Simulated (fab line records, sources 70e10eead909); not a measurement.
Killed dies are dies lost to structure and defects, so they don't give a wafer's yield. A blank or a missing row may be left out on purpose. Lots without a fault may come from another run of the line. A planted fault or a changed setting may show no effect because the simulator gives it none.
fab line records | flow nand_harc
record lots=11 wafers=33 last_day=33
route steps=1302 shown A_CHANNEL_HOLE_D1@466 A_CHANNEL_FILL_D1@493 END@1302
lots that met no fault: from a run of the same line without faults
start_h: hours from the record's first day to the start of the lot's first wafer shown | wait_h: hours since the lot's step before | " the same as in the row above | L1.1+2: a row that stands for several wafers | - no value, or no start given | * or withheld: withheld | < > ~ a bound
route shown NAME@n: a module of which the file shows steps, and the number in the route of the first | usual: mean/standard deviation of fault-free wafers | same: alike in all rows | chamber/n: place in a boat | sites: the reading at each site | _std_site: their standard deviation | _edge_site: outer sites' mean less inner sites' | radius_mm: how far each site lies from the wafer's centre | mask NAME#n: copy n | behind: the tool/chamber that last shaped the wafer | hold: why the lot was held/for how many hours/how that ended | device: the transistor (n, p or np) that didn't switch | end of line: the same wafers' tests at the end of the route | a step without rows: its recipe alone | killed: dies lost to structure and defects at the first sort, not the wafer's yield | map: a wafer's dies, x killed, . not, _ none there
set.NAME: the setting as run; set.NAME@STEP: as run at that earlier step | model.NAME: the simulator's own value behind a step, which no gauge read
steps of the route over a sample of lots; a table a step, a row a wafer
services: from which hour (start_h, from the record's first day; less than 0 if before it) a tool's chamber was out of use, for how many hours, and why
## steps
# step NHARC_A_CHANNEL_HOLE_D1_ETCH_38
# recipe target_depth_a=390 over_etch_frac=0.3 time_s=65 ion_energy_ev=80 cf4_flow_sccm=150 ar_flow_sccm=0 rf_w=300 bias_w=100 chemistry=CF4
# usual drypump_motor_current_A=5.6/0.38 oes_product_au=1.004/0.012 rf_vpp_V=151.1/1.2 showerhead_plenum_p_Torr=1.75/0.071 throttle_valve_pct=13.285/0.0086
# columns lot.wafer tool chamber start_h wait_h drypump_motor_current_A oes_product_au rf_hours_counter_h rf_vpp_V showerhead_plenum_p_Torr throttle_valve_pct
L499.4 rie_diel-02 0 180.39 0.1 5.6 0.992 43 149.9 1.71 13.292
L499.1 " 1 " " 6.1 0.998 43 154.1 1.90 13.286
L499.2 " 2 " " 5.6 1.002 41 147.5 1.69 13.288
L501.3 rie_diel-13 3 203.45 0.1 6.6 0.989 7 152.5 1.81 13.287
L501.4 " 1 " " 5.6 0.994 8 151.7 1.79 13.294
L501.2 " 2 " " 6.3 1.007 8 151.6 1.71 13.280
L509.2 rie_diel-07 3 274.89 0.1 5.8 1.014 12 149.9 1.66 13.273
L509.3 " 2 " " 5.8 1.018 12 151.2 1.71 13.283
L509.6 " 0 " " 5.0 1.013 - 152.2 1.85 13.294
L510.1 rie_diel-07 1 291.37 0.1 5.3 1.002 12 150.7 1.76 13.285
L510.3 " 2 " " 5.8 1.004 13 149.8 1.71 13.292
L510.6 " 0 " " 5.1 1.016 - 151.7 1.85 13.285
L511.2 rie_diel-13 2 298.59 0.1 6.2 1.014 41 150.9 1.70 13.264
L511.4 " 3 " " 6.5 0.987 45 152.7 1.80 13.292
L511.3 " 1 " " 5.6 1.000 37 150.6 1.78 13.289
L516.2 rie_diel-02 0 361.55 0.1 5.6 0.992 40 151.5 1.70 13.282
L516.3 " 1 " " 6.1 0.997 40 150.9 1.88 13.278
L516.6 " 1 " " 6.1 1.003 - 152.6 1.88 13.273
L517.4 rie_diel-07 1 362.69 0.1 5.3 0.994 4 150.9 1.76 13.293
L517.3 " 2 " " 5.7 1.004 4 151.0 1.71 13.282
L517.5 " 2 " " 5.7 0.998 - 151.1 1.71 13.276
L518.3 rie_diel-07 0 370.08 0.1 5.0 1.012 4 152.8 1.85 13.287
L518.2 " 1 " " 5.3 1.016 5 149.9 1.76 13.281
L518.5 " 3 " " 5.8 1.038 - 149.0 1.66 13.292
L519.4 rie_diel-07 1 385.09 0.1 5.3 1.007 6 152.3 1.76 13.295
L519.3 " 2 " " 5.8 1.028 5 149.1 1.71 13.278
L519.1 " 3 " " 5.8 1.018 5 151.5 1.66 13.268
L520.3 rie_diel-07 2 386.36 0.1 5.8 1.022 6 150.2 1.71 13.268
L520.5 " 0 " " 5.1 1.016 - 152.8 1.85 13.296
L520.6 " 1 " " 5.3 1.003 - 151.6 1.76 13.290
L521.1 rie_diel-07 0 400.35 0.1 5.0 1.013 8 152.4 1.85 13.291
L521.3 " 1 " " 5.3 0.991 8 151.5 1.76 13.270
L521.5 " 1 " " 5.3 1.003 - 150.6 1.76 13.268
# step NHARC_A_CHANNEL_HOLE_D1_ETCH_25
# recipe bias_v=5000 source_w=withheld pressure_mtorr=20 time_s=1040.2 ar_flow_sccm=375 c4f8_flow_sccm=93.8 o2_flow_sccm=31.2 temp_c=-20 target_depth_a=15000 chemistry=C4F8/O2/Ar
# usual drypump_motor_current_A=5.8/0.34 oes_air_line_au=0.998/0.018 showerhead_plenum_p_Torr=3.66/0.078 throttle_valve_pct=32.234/0.0098
# columns lot.wafer tool chamber start_h wait_h drypump_motor_current_A oes_air_line_au rf_hours_counter_h showerhead_plenum_p_Torr throttle_valve_pct
L499.1 har_etch-01 1 187.21 0.6 5.6 1.023 95 3.73 32.238
L499.2 " 0 " " 5.8 0.994 95 3.73 32.232
L499.4 " 0 " " 5.8 0.998 - 3.73 32.228
L501.2 har_etch-01 1 209.43 0.7 5.7 1.003 106 3.72 32.222
L501.3 " 0 " " 5.8 1.007 - 3.72 32.233
L501.4 " 1 " " 5.7 0.981 - 3.72 32.237
L509.2 har_etch-02 0 283.04 0.6 6.4 1.030 347 3.62 32.245
L509.3 " 1 " " 5.4 0.979 - 3.56 32.247
L509.6 " 0 " " 6.4 1.017 - 3.62 32.241
L510.1 har_etch-01 1 295.37 0.7 5.7 0.974 159 3.69 32.236
L510.3 " 1 " " 5.7 0.965 - 3.69 32.231
L510.6 " 1 " " 5.7 1.011 - 3.69 32.228
L511.2 har_etch-01 0 303.66 0.6 5.8 1.012 167 3.69 32.244
L511.3 " 0 " " 5.8 0.985 - 3.69 32.241
L511.4 " 1 " " 5.6 1.001 - 3.69 32.240
L516.2 har_etch-02 1 365.71 0.7 5.4 1.006 392 3.53 32.250
L516.3 " 1 " " 5.4 1.009 - 3.53 32.268
L516.6 " 0 " " 6.4 1.022 - 3.60 32.232
L517.4 har_etch-01 0 368.83 0.7 5.8 0.984 - 3.67 32.226
L517.3 " 1 " " 5.7 1.014 - 3.67 32.219
L517.5 " 1 " " 5.7 1.013 - 3.67 32.232
L518.2 har_etch-02 1 374.20 0.6 5.4 1.014 400 3.53 32.219
L518.3 " 0 " " 6.4 0.985 - 3.59 32.237
L518.5 " 1 " " 5.4 1.002 - 3.53 32.235
L519.1 har_etch-01 1 389.07 0.6 5.7 0.992 213 3.66 32.248
L519.4 " 1 " " 5.7 0.994 - 3.66 32.227
L519.3 " 0 " " 5.8 1.000 - 3.66 32.229
L520.3 har_etch-01 0 393.54 0.7 5.8 1.028 - 3.66 32.245
L520.5 " 0 " " 5.8 1.011 - 3.66 32.247
L520.6 " 1 " " 5.6 0.989 - 3.66 32.238
L521.1 har_etch-01 0 405.54 0.7 5.8 0.986 228 3.65 32.228
L521.3 " 0 " " 5.8 1.007 - 3.65 32.234
L521.5 " 0 " " 5.8 0.991 - 3.65 32.232
# step NHARC_A_CHANNEL_HOLE_D1_ETCH_26
# recipe bias_v=300 source_w=2000 pressure_mtorr=30 time_s=224.1 ar_flow_sccm=375 c4f8_flow_sccm=11.4 o2_flow_sccm=113.6 temp_c=-20 target_depth_a=3000 chemistry=C4F8/O2/Ar
# usual drypump_motor_current_A=5.8/0.35 oes_air_line_au=1.002/0.02 showerhead_plenum_p_Torr=3.71/0.083 throttle_valve_pct=24.582/0.0098
# columns lot.wafer tool chamber start_h wait_h drypump_motor_current_A oes_air_line_au rf_hours_counter_h showerhead_plenum_p_Torr throttle_valve_pct
L499.1 har_etch-01 1 188.09 0.7 5.6 1.004 95 3.78 24.583
L499.2 " 0 " " 5.8 1.041 95 3.78 24.583
L499.4 " 0 " " 5.8 0.995 - 3.78 24.577
L501.2 har_etch-01 1 210.20 0.6 5.7 1.002 107 3.77 24.594
L501.3 " 0 " " 5.8 1.014 - 3.77 24.590
L501.4 " 1 " " 5.7 1.016 - 3.77 24.591
L509.2 har_etch-02 0 283.92 0.7 6.4 0.999 348 3.67 24.585
L509.3 " 1 " " 5.4 0.998 - 3.60 24.586
L509.6 " 0 " " 6.4 1.010 - 3.67 24.559
L510.1 har_etch-01 1 296.23 0.7 5.6 0.991 160 3.74 24.600
L510.3 " 1 " " 5.6 0.969 - 3.74 24.584
L510.6 " 1 " " 5.7 0.988 - 3.74 24.567
L511.2 har_etch-01 0 304.54 0.7 5.8 1.027 168 3.74 24.572
L511.3 " 0 " " 5.8 0.987 - 3.74 24.577
L511.4 " 1 " " 5.7 0.972 - 3.74 24.566
L516.2 har_etch-02 1 366.48 0.6 5.4 1.004 393 3.58 24.598
L516.3 " 1 " " 5.4 0.994 - 3.57 24.589
L516.6 " 0 " " 6.4 1.022 - 3.64 24.578
L517.4 har_etch-01 0 369.50 0.5 5.7 0.993 - 3.72 24.576
L517.3 " 1 " " 5.6 0.998 - 3.72 24.581
L517.5 " 1 " " 5.6 1.030 - 3.72 24.577
L518.2 har_etch-02 1 374.98 0.6 5.4 1.006 401 3.57 24.586
L518.3 " 0 " " 6.4 1.007 - 3.64 24.581
L518.5 " 1 " " 5.4 1.023 - 3.57 24.568
L519.1 har_etch-01 1 389.96 0.7 5.6 0.989 214 3.71 24.591
L519.4 " 1 " " 5.7 0.980 - 3.71 24.576
L519.3 " 0 " " 5.7 0.991 - 3.71 24.575
L520.3 har_etch-01 0 394.20 0.5 5.8 0.980 - 3.71 24.584
L520.5 " 0 " " 5.8 0.991 - 3.71 24.558
L520.6 " 1 " " 5.7 0.965 - 3.71 24.585
L521.1 har_etch-01 0 406.31 0.6 5.8 0.956 229 3.70 24.579
L521.3 " 0 " " 5.8 1.015 - 3.70 24.575
L521.5 " 0 " " 5.7 1.018 - 3.70 24.576
# step NHARC_A_CHANNEL_HOLE_D1_INSPECT_40
# usual raw_defect_count=72/29
# columns lot.wafer tool chamber start_h wait_h raw_defect_count
L499.1 defect_inspect-01 - 190.03 - 41
L499.2 " - " " 69
L499.4 " - " " 51
L501.2 defect_inspect-02 - 212.10 - 45
L501.3 " - " " 52
L501.4 " - " " 53
L509.2 defect_inspect-01 - 285.86 - 93
L509.3 " - " " 1029
L509.6 " - " " 118
L510.1 defect_inspect-02 - 298.46 - 56
L510.3 " - " " 910
L510.6 " - " " 40
L511.2 defect_inspect-01 - 306.49 - 56
L511.3 " - " " 48
L511.4 " - " " 69
L516.2 defect_inspect-02 - 368.37 - 96
L516.3 " - " " 110
L516.6 " - " " 123
L517.3 defect_inspect-02 - 371.83 - 42
L517.4 " - " " 59
L517.5 " - " " 61
L518.2 defect_inspect-02 - 376.87 - 103
L518.3 " - " " 87
L518.5 " - " " 107
L519.1 defect_inspect-01 - 391.88 - 79
L519.3 " - " " 61
L519.4 " - " " 46
L520.3 defect_inspect-02 - 396.11 - 67
L520.5 " - " " 69
L520.6 " - " " 43
L521.1 defect_inspect-01 - 408.20 - 72
L521.3 " - " " 75
L521.5 " - " " 78
# step NHARC_A_CHANNEL_FILL_D1_ALD_03
# recipe target_thk_a=60 pulse_time_s=60 ald_cycles=58 temp_c=630 pressure_torr=2 material=SiNx
# usual precursor_pulse_height_rel=0.999/0.02
# columns lot.wafer tool chamber start_h wait_h precursor_pulse_height_rel
L499.1 ald_sin_batch-01 0 - - 1.031
L499.2 " 0 " " 0.983
L499.4 " 0 " " 1.021
L501.2 ald_sin_batch-03 0 - - 1.008
L501.3 " 0 " " 1.005
L501.4 " 0 " " 0.976
L509.2 ald_sin_batch-03 0 - - 0.988
L509.3 " 0 " " 0.991
L509.6 " 0 " " 1.025
L510.1 ald_sin_batch-02 0 - - 1.028
L510.3 " 0 " " 1.040
L510.6 " 0 " " 1.021
L511.2 ald_sin_batch-03 0 - - 0.981
L511.3 " 0 " " 0.961
L511.4 " 0 " " 0.953
L516.2 ald_sin_batch-03 0 - - 0.988
L516.3 " 0 " " 0.997
L516.6 " 0 " " 1.049
L517.3 ald_sin_batch-02 0 - - 1.006
L517.4 " 0 " " 0.998
L517.5 " 0 " " 0.998
L518.2 ald_sin_batch-03 0 - - 0.948
L518.3 " 0 " " 1.008
L518.5 " 0 " " 0.978
L519.1 ald_sin_batch-03 0 - - 0.998
L519.3 " 0 " " 0.983
L519.4 " 0 " " 0.981
L520.3 ald_sin_batch-02 0 - - 0.990
L520.5 " 0 " " 0.962
L520.6 " 0 " " 0.992
L521.1 ald_sin_batch-02 0 - - 0.994
L521.3 " 0 " " 0.996
L521.5 " 0 " " 0.996
# step NHARC_END_SORT_01
# recipe temp_c=25
# usual killed_at_array=55/22 killed_at_other=0.9/1.2 killed_at_periphery=3.6/2.3 killed_dies=60/22 killed_open=3.2/1.9 killed_short=2.5/1.6
# same gross_dies=677
# columns lot.wafer tool chamber start_h wait_h killed_at_array killed_at_other killed_at_periphery killed_dies killed_open killed_short
L510.1 prober-01 0 655.61 2.5 22 2 6 30 4 1
L510.3 prober-01 0 657.21 3.1 107 0 3 110 1 2
L510.6 prober-01 0 659.61 4.0 22 2 2 26 2 3
L509.2 prober-02 0 656.45 2.8 76 0 6 82 1 2
L509.3 prober-02 0 657.25 3.1 145 1 11 157 2 1
L509.6 prober-02 0 659.66 4.0 78 1 5 84 1 1
# killed by level:class
L510.1 A_CHANNEL_HOLE_D1:chamber_film_flake=8 P_M2:chamber_film_flake=5 A_SLIT:chamber_film_flake=4 THIN_TSV:chamber_film_flake=2 P_GATE:geometric_particle:open=1 A_CHANNEL_FILL_D1:geometric_particle:open=1 A_DECK1_JOINT:geometric_particle:open=1 A_CHANNEL_FILL_D2:geometric_particle:short=1
L509.2 A_CHANNEL_HOLE_D1:chamber_film_flake=32 A_SLIT:chamber_film_flake=24 A_CHANNEL_HOLE_D2:chamber_film_flake=11 P_STI:chamber_film_flake=2 P_GATE:chamber_film_flake=2 P_M0:chamber_film_flake=2 A_CONTACT:chamber_film_flake=2 A_SOURCE_PLATE:geometric_particle:short=1
L510.3 A_CHANNEL_HOLE_D1:unspecified=82 A_CHANNEL_HOLE_D1:chamber_film_flake=9 A_SLIT:chamber_film_flake=7 A_CONTACT:chamber_film_flake=3 P_M2:chamber_film_flake=2 A_M1:chamber_film_flake=2 P_CONTACT:geometric_particle:open=1 A_CHANNEL_FILL_D2:geometric_particle:short=1
L509.3 A_CHANNEL_HOLE_D1:unspecified=83 A_CHANNEL_HOLE_D1:chamber_film_flake=32 A_SLIT:chamber_film_flake=20 A_CHANNEL_HOLE_D2:chamber_film_flake=6 P_M0:chamber_film_flake=4 P_STI:chamber_film_flake=3 P_GATE:chamber_film_flake=3 P_M0:geometric_particle:open=1
L510.6 A_CHANNEL_HOLE_D1:chamber_film_flake=5 A_SLIT:chamber_film_flake=5 P_M2:chamber_film_flake=2 A_SGD_CUT:chamber_film_flake=2 THIN_TSV:chamber_film_flake=2 A_SOURCE_PLATE:geometric_particle:open=1 A_CHANNEL_HOLE_D1:geometric_particle:short=1 A_CHANNEL_FILL_D1:geometric_particle:short=1
L509.6 A_CHANNEL_HOLE_D1:chamber_film_flake=35 A_SLIT:chamber_film_flake=22 A_CHANNEL_HOLE_D2:chamber_film_flake=16 P_GATE:chamber_film_flake=2 P_M0:chamber_film_flake=2 A_DECK1_JOINT:chamber_film_flake=2 A_ONON_D1:geometric_particle:short=1 A_ONON_D2:geometric_particle:open=1
## services
# columns tool chamber start_h hours kind
rie_diel-13 - 165.67 9.0 pm
rie_diel-07 0 175.41 - clean
rie_diel-07 1 175.41 - clean
rie_diel-07 2 175.41 - clean
rie_diel-07 3 175.41 - clean
har_etch-01 - 188.98 3.0 repair
rie_diel-07 0 199.91 - clean
rie_diel-07 1 199.91 - clean
rie_diel-07 2 199.91 - clean
rie_diel-02 1 204.14 16.0 repair
rie_diel-02 - 216.81 9.0 pm
ald_sin_batch-01 - 218.46 201.0 repair
rie_diel-13 2 256.24 3.6 repair
rie_diel-13 0 265.24 8.2 repair
rie_diel-07 1 265.50 10.0 repair
ald_sin_batch-02 - 269.92 26.0 pm
rie_diel-07 - 294.41 9.0 pm
rie_diel-13 - 342.98 9.0 pm
rie_diel-02 1 355.00 3.3 repair
rie_diel-13 0 366.74 5.3 repair
rie_diel-13 - 369.69 2.0 repair
har_etch-02 - 380.57 17.0 pm
rie_diel-02 - 393.83 9.0 pm
rie_diel-02 3 406.93 23.0 repair
## key
first_sign step=NHARC_A_CHANNEL_HOLE_D1_INSPECT_40 reading=raw_defect_count direction=up sigmas=31 usual=72 struck=970
effect step=NHARC_END_SORT_01 reading=killed_dies direction=up sigmas=3.4 usual=60 struck=134
more_kills_born_at NHARC_A_CHANNEL_HOLE_D1_ETCH_38@rie_diel-07=165
met_at NHARC_A_CHANNEL_HOLE_D1_ETCH_38
struck_lots L509,L510
struck_wafers L509.3,L510.3
tester_left_out L509,L510
not_acting_at NHARC_A_CHANNEL_HOLE_D1_ETCH_25,NHARC_A_CHANNEL_HOLE_D1_ETCH_26,NHARC_A_CHANNEL_FILL_D1_ALD_03
fault kind=chamber_particle_source tool=rie_diel-07 chamber=2 onset_h=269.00 steps=NHARC_A_CHANNEL_HOLE_D1_ETCH_38 rate_per_visit_cm2=1.408 end_h=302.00
# tester_left_out: of these lots the tester's yield and bins aren't shown, on N5 and GAA mostly nor the transistor test; their killed dies are dies lost to structure and defects alone, not to doping, threshold or leakage, so they don't give the yield
